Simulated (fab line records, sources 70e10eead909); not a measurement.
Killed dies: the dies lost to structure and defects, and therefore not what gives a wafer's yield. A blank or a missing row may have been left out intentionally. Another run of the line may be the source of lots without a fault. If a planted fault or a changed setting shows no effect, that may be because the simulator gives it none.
One fault through the eyes of 2 desks | flow nand_harc | numbers are kept per desk, each desk with only its own; the story behind them comes last

== TOOL OWNER'S DESK, lpcvd_poly-02 ==
The tool's own readings at NHARC_A_CHANNEL_FILL_D1_CVD_09 (deposits poly-Si, target thk 150 nm, time 3000 s): means of the sampled wafers that have a number, for each lot that ran on this tool. Marked OUT: a lot whose mean sits more than 4 standard deviations from the usual mean, which makes it out of limits; the brackets give that distance.
Columns: A = pressure_mtorr at NHARC_A_CHANNEL_FILL_D1_CVD_09, usual 199.9 mTorr; B = run_length_s at NHARC_A_CHANNEL_FILL_D1_CVD_09, usual 3001.4 s
lot  | first seen here | A     | B
L132 | day 15 03:08    | 199.4 | 3001.4
L133 | day 15 06:55    | 199.5 | 3001.4
L134 | day 15 17:27    | 199.7 | 3001.2
L136 | day 15 17:27    | 200.0 | 3001.2
L135 | day 15 21:10    | 199.8 | 3001.8
L137 | day 16 16:41    | 199.7 | 3001.6
This desk's finding: nothing out of limits on any of the 6 lots.

== FROM THE METROLOGY DESK ==
What the gauges read for every lot (on any tool): the sampled wafers with a number, averaged. Marked OUT: a lot whose mean sits more than 4 standard deviations from the usual mean, which makes it out of limits; the brackets give that distance.
Columns: A = overlay_x_nm at NHARC_A_CHANNEL_HOLE_D1_OVL_MEAS_11, usual -0.1 nm; B = overlay_y_nm at NHARC_A_CHANNEL_HOLE_D1_OVL_MEAS_11, usual 0.2 nm
lot  | first seen here | A    | B
L117 | day 8 23:36     | 2.1  | -1.0
L118 | day 9 14:17     | 0.5  | 2.9
L119 | day 9 14:27     | 0.2  | 0.3
L123 | day 10 11:58    | 0.4  | 0.1
L124 | day 10 13:05    | -0.6 | 0.6
L125 | day 11 13:43    | -0.3 | -0.3
L132 | day 12 18:47    | -0.1 | -0.9
L133 | day 12 19:03    | 1.0  | -0.1
L135 | day 13 08:49    | -0.1 | 0.6
L134 | day 13 10:10    | 0.5  | 0.1
L136 | day 13 12:02    | -0.7 | 1.4
L137 | day 14 01:14    | -0.8 | 1.1
This desk's finding: nothing out of limits on any of the 12 lots.

== ALL TOGETHER ==
Nothing out of limits was seen by the tool owner's desk.
Nothing out of limits was seen by the metrology desk.

== WHAT WAS PUT IN BY THE SIMULATOR ==
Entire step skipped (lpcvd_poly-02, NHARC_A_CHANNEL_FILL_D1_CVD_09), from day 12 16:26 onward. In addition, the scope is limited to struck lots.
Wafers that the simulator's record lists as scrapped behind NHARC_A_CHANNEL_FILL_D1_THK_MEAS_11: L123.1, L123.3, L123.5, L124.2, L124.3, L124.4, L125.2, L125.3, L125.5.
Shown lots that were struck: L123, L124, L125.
